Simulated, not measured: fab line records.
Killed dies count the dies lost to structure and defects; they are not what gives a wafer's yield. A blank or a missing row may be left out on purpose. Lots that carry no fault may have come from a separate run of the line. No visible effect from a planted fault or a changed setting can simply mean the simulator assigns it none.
The tool behind it: which one? | flow nand_harc | 13 lots with 39 wafers sampled at 5 steps, on a route of 1302 steps

WHAT THE GAUGES SHOWED, per wafer
NHARC_END_SORT_01. Usual: defect_limited_yield is 90.9 % with standard deviation 2.6, killed_at_array is 57 with standard deviation 18, killed_at_other is 0.8 with standard deviation 1, killed_at_periphery is 3.9 with standard deviation 2.8, killed_dies is 62 with standard deviation 18, killed_open is 3.4 with standard deviation 1.8, and killed_short is 2.2 with standard deviation 1.6.
lot  | measured     | on        | defect_limited_yield (%) | killed_at_array | killed_at_other | killed_at_periphery | killed_dies | killed_open | killed_short | flag
L586 | day 26 03:23 | prober-01 | 89.2 91.1 89.8           | 72 57 66        | 0 0 1           | 1 3 2               | 73 60 69    | 6 6 1       | 0 1 3        |
L596 | day 29 12:42 | prober-01 | 91.6 93.1 91.3           | 51 45 52        | 1 0 1           | 5 2 6               | 57 47 59    | 5 4 4       | 0 1 4        |

WHICH TOOL RAN EACH LOT (tool, then ch and the chambers of the sampled wafers, then the start)
lot  | NHARC_A_CONTACT_DEP_85          | NHARC_A_CONTACT_ETCH_98            | NHARC_A_CONTACT_STRIP_26                      | NHARC_A_CONTACT_ALD_18
L587 | pecvd-03 ch 0,1,2, day 23 02:56 | rie_diel-03 ch 0,3, day 23 07:01   | rie_diel-03 ch 0,3, day 23 08:38 or earlier   | ald_metal-02 ch 2,3, day 23 08:38
L585 | pecvd-03 ch 0,1, day 23 11:48   | rie_diel-03 ch 0,3, day 23 17:04   | rie_diel-02 ch 0,3, day 23 18:20 or earlier   | ald_metal-03 ch 2,3, day 23 18:20
L586 | pecvd-03 ch 0,1, day 23 18:25   | rie_diel-03 ch 0,1, day 23 22:17   | rie_diel-10 ch 1,2,3, day 23 23:20 or earlier | ald_metal-02 ch 0,1,3, day 23 23:20
L588 | pecvd-02 ch 0,1, day 24 10:25   | rie_diel-03 ch 0,2,3, day 24 14:26 | rie_diel-03 ch 0,2,3, day 24 15:28 or earlier | ald_metal-02 ch 2,3, day 24 15:28
L590 | pecvd-02 ch 0,1,2, day 24 23:08 | rie_diel-10 ch 0,3, day 25 03:22   | rie_diel-03 ch 0,3, day 25 04:26 or earlier   | ald_metal-02 ch 1,2,3, day 25 04:26
L595 | pecvd-02 ch 0,1,2, day 27 00:41 | rie_diel-03 ch 0,1,3, day 27 05:13 | rie_diel-03 ch 0,1,2, day 27 06:15 or earlier | ald_metal-03 ch 0,1,3, day 27 06:15
L596 | pecvd-01 ch 0,1,2, day 27 06:28 | rie_diel-03 ch 0,2,3, day 27 10:27 | rie_diel-10 ch 2,3, day 27 11:29 or earlier   | ald_metal-02 ch 1,2,3, day 27 11:29
L599 | pecvd-02 ch 0,1,2, day 28 07:06 | rie_diel-03 ch 0,2, day 28 11:07   | rie_diel-03 ch 0,2, day 28 12:08 or earlier   | ald_metal-03 ch 1,2, day 28 12:08
L598 | pecvd-02 ch 1,2, day 28 08:35   | rie_diel-03 ch 1,2, day 28 12:34   | rie_diel-10 ch 1,2,3, day 28 13:40 or earlier | ald_metal-02 ch 0,1,2, day 28 13:40
L602 | pecvd-01 ch 0,2, day 30 02:25   | rie_diel-03 ch 0,1,3, day 30 06:55 | rie_diel-10 ch 0,3, day 30 08:02 or earlier   | ald_metal-04 ch 0,1,2, day 30 08:02
L604 | pecvd-01 ch 0,2, day 30 11:19   | rie_diel-10 ch 1,3, day 30 15:44   | rie_diel-10 ch 0,1,3, day 30 16:46 or earlier | ald_metal-03 ch 1,2, day 30 16:46
L607 | pecvd-02 ch 0,1, day 31 23:57   | rie_diel-02 ch 1,2, day 32 04:00   | rie_diel-03 ch 0,3, day 32 05:08 or earlier   | ald_metal-02 ch 0,1, day 32 05:08
L606 | pecvd-01 ch 1,2, day 32 11:06   | rie_diel-02 ch 0,3, day 32 15:11   | rie_diel-10 ch 1,2,3, day 32 16:16 or earlier | ald_metal-03 ch 0,1,3, day 32 16:16
- NHARC_A_CONTACT_DEP_85: deposits SiON, target thk 60 nm.
- NHARC_A_CONTACT_ETCH_98: etches the open film in C4F6/O2, target depth 20 nm, time 10 s.
- NHARC_A_CONTACT_STRIP_26: strips in O2.
- NHARC_A_CONTACT_ALD_18: deposits TiN, target thk 3 nm, pulse time 1 s, ald cycles 150.

WHAT THE TOOLS THEMSELVES READ (means of the sampled wafers that have a number; where no wafer has one, the mark that the record gives instead)
NHARC_A_CONTACT_DEP_85. Usual: chamber_pressure_Torr 3.501 Torr, standard deviation 0.0078; heater_power_w 760 W, standard deviation 95; rf_fwd_power_W 348.4 W, standard deviation 1.2.
lot  | tool     | chamber_pressure_Torr (Torr) | heater_power_w (W) | rf_fwd_power_W (W) | flag
L587 | pecvd-03 | 3.508                        | 762                | 349.7              |
L585 | pecvd-03 | 3.500                        | 693                | 348.9              |
L586 | pecvd-03 | 3.503                        | 693                | 348.8              |
L588 | pecvd-02 | 3.501                        | 647                | 348.4              |
L590 | pecvd-02 | 3.504                        | 715                | 347.8              |
L595 | pecvd-02 | 3.504                        | 713                | 348.4              |
L596 | pecvd-01 | 3.512                        | 810                | 348.7              |
L599 | pecvd-02 | 3.504                        | 712                | 348.7              |
L598 | pecvd-02 | 3.504                        | 750                | 348.0              |
L602 | pecvd-01 | 3.495                        | 855                | 349.5              |
L604 | pecvd-01 | 3.500                        | 798                | 347.7              |
L607 | pecvd-02 | 3.500                        | 781                | 349.4              |
L606 | pecvd-01 | 3.505                        | 736                | 347.4              |

NHARC_A_CONTACT_ETCH_98. Usual: chamber_pressure_mTorr is 30.000 mTorr with standard deviation 0.027, drypump_motor_current_A is 5.8 A with standard deviation 0.4, oes_product_au is 0.958 a.u. with standard deviation 0.021, rf_fwd_power_W is 586.3 W with standard deviation 2.7, rf_vpp_V is 547 V with standard deviation 3.5, showerhead_plenum_p_Torr is 3.92 Torr with standard deviation 0.16, and throttle_valve_pct is 26.903 % with standard deviation 0.0094.
lot  | tool        | chamber_pressure_mTorr (mTorr) | drypump_motor_current_A (A) | oes_product_au (a.u.) | rf_fwd_power_W (W) | rf_vpp_V (V) | showerhead_plenum_p_Torr (Torr) | throttle_valve_pct (%) | flag
L587 | rie_diel-03 | 29.990                         | 5.7                         | 0.965                 | 585.4              | 546          | 3.86                            | 26.902                 |
L585 | rie_diel-03 | 30.018                         | 5.8                         | 0.933                 | 585.5              | 548          | 3.99                            | 26.903                 |
L586 | rie_diel-03 | 29.978                         | 5.8                         | 0.968                 | 584.6              | 543          | 3.75                            | 26.901                 |
L588 | rie_diel-03 | 30.025                         | 5.9                         | 0.947                 | 588.0              | 547          | 3.95                            | 26.906                 |
L590 | rie_diel-10 | 29.991                         | 5.6                         | 0.988                 | 583.8              | 549          | 4.02                            | 26.898                 |
L595 | rie_diel-03 | 30.003                         | 5.9                         | 0.945                 | 585.1              | 545          | 3.86                            | 26.903                 |
L596 | rie_diel-03 | 29.998                         | 5.9                         | 0.948                 | 584.8              | 547          | 3.94                            | 26.917                 |
L599 | rie_diel-03 | 30.012                         | 6.0                         | 0.748                 | 589.3              | 546          | 3.91                            | 26.904                 | OFF
L598 | rie_diel-03 | 29.984                         | 6.2                         | 0.744                 | 589.2              | 546          | 3.92                            | 26.896                 | OFF
L602 | rie_diel-03 | 29.984                         | 5.9                         | 0.752                 | 586.7              | 545          | 3.86                            | 26.900                 | OFF
L604 | rie_diel-10 | 29.994                         | 5.3                         | 0.993                 | 585.9              | 547          | 3.89                            | 26.911                 |
L607 | rie_diel-02 | 30.018                         | 5.8                         | 0.994                 | 585.2              | 547          | 3.91                            | 26.903                 |
L606 | rie_diel-02 | 30.003                         | 5.3                         | 0.996                 | 588.4              | 548          | 4.01                            | 26.908                 |

NHARC_A_CONTACT_STRIP_26. Usual: chamber_pressure_mTorr 60.01 mTorr, standard deviation 0.056; drypump_motor_current_A 5.6 A, standard deviation 0.46; oes_product_au 0.998 a.u., standard deviation 0.01; rf_vpp_V 57.9 V, standard deviation 0.88; showerhead_plenum_p_Torr 3.55 Torr, standard deviation 0.16; throttle_valve_pct 17.037 %, standard deviation 0.0094.
lot  | tool        | chamber_pressure_mTorr (mTorr) | drypump_motor_current_A (A) | oes_product_au (a.u.) | rf_vpp_V (V) | showerhead_plenum_p_Torr (Torr) | throttle_valve_pct (%) | flag
L587 | rie_diel-03 | 59.98                          | 5.8                         | 0.992                 | 56.4         | 3.59                            | 17.026                 |
L585 | rie_diel-02 | 60.04                          | 5.3                         | 0.986                 | 58.2         | 3.68                            | 17.041                 |
L586 | rie_diel-10 | 60.07                          | 5.2                         | 0.997                 | 56.9         | 3.35                            | 17.038                 |
L588 | rie_diel-03 | 60.01                          | 5.9                         | 1.005                 | 58.2         | 3.56                            | 17.048                 |
L590 | rie_diel-03 | 60.08                          | 5.8                         | 0.992                 | 57.8         | 3.59                            | 17.030                 |
L595 | rie_diel-03 | 60.02                          | 6.0                         | 1.006                 | 57.7         | 3.44                            | 17.034                 |
L596 | rie_diel-10 | 59.98                          | 4.9                         | 1.015                 | 57.9         | 3.36                            | 17.033                 |
L599 | rie_diel-03 | 60.01                          | 6.1                         | 1.001                 | 57.9         | 3.52                            | 17.035                 |
L598 | rie_diel-10 | 60.05                          | 5.2                         | 1.005                 | 58.7         | 3.51                            | 17.028                 |
L602 | rie_diel-10 | 59.97                          | 5.3                         | 0.999                 | 58.0         | 3.48                            | 17.031                 |
L604 | rie_diel-10 | 60.05                          | 5.6                         | 0.995                 | 58.1         | 3.62                            | 17.044                 |
L607 | rie_diel-03 | 60.02                          | 5.8                         | 0.986                 | 58.0         | 3.57                            | 17.032                 |
L606 | rie_diel-10 | 59.96                          | 5.3                         | 0.998                 | 57.3         | 3.49                            | 17.043                 |

NHARC_A_CONTACT_ALD_18. Usual: heater_power_w 1092 W, standard deviation 140; precursor_pulse_height_rel 0.998, standard deviation 0.019.
lot  | tool         | heater_power_w (W) | precursor_pulse_height_rel | flag
L587 | ald_metal-02 | 1213               | 1.005                      |
L585 | ald_metal-03 | 948                | 0.990                      |
L586 | ald_metal-02 | 1123               | 1.009                      |
L588 | ald_metal-02 | 1226               | 1.008                      |
L590 | ald_metal-02 | 1239               | 1.013                      |
L595 | ald_metal-03 | 1092               | 0.994                      |
L596 | ald_metal-02 | 1213               | 1.011                      |
L599 | ald_metal-03 | 990                | 0.984                      |
L598 | ald_metal-02 | 1162               | 1.005                      |
L602 | ald_metal-04 | 1015               | 0.987                      |
L604 | ald_metal-03 | 1028               | 0.990                      |
L607 | ald_metal-02 | 1190               | 0.982                      |
L606 | ald_metal-03 | 1043               | 1.001                      |

THE ANSWER, worked out from the rows above alone
Rule: a lot counts as off when the mean over its wafers that have a number is more than 3 standard deviations away from the usual mean. Also off: a lot with no number at a reading for which 4 or more lots have one. All remaining lots with rows at the step are treated as sound. Order of review: gauges by route order, followed by the tools' own readings, for which a lot's mean as printed above is used. The first step at which some lot is off is used, and at that step the reading that is off furthest; a lot without a number counts as furthest.
Off: L599, L598, L602, at NHARC_A_CONTACT_ETCH_98 (oes_product_au).
A tool fits if, at that step or a process step before it, it ran every lot that is off, and no sound lot after the first of them. One candidate fits, namely rie_diel-03 at NHARC_A_CONTACT_ETCH_98. Its last sound lot is L596 (day 27 10:27), its first lot that is off L599 (day 28 11:07): a fault that began between those two fits.
The tool's own readings at NHARC_A_CONTACT_ETCH_98 bear it out: on the lots that are off they differ by more than 5 times the standard deviation of the sound lots' means. oes_product_au reads 0.748 a.u. there against 0.968 a.u. on the sound lots.

WHAT THE SIMULATOR PUT IN
Drift in process parameters on rie_diel-03 at NHARC_A_CONTACT_ETCH_98, starting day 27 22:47. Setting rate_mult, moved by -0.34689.
Struck lots among those shown: L599, L598, L602. The rule above found the same.
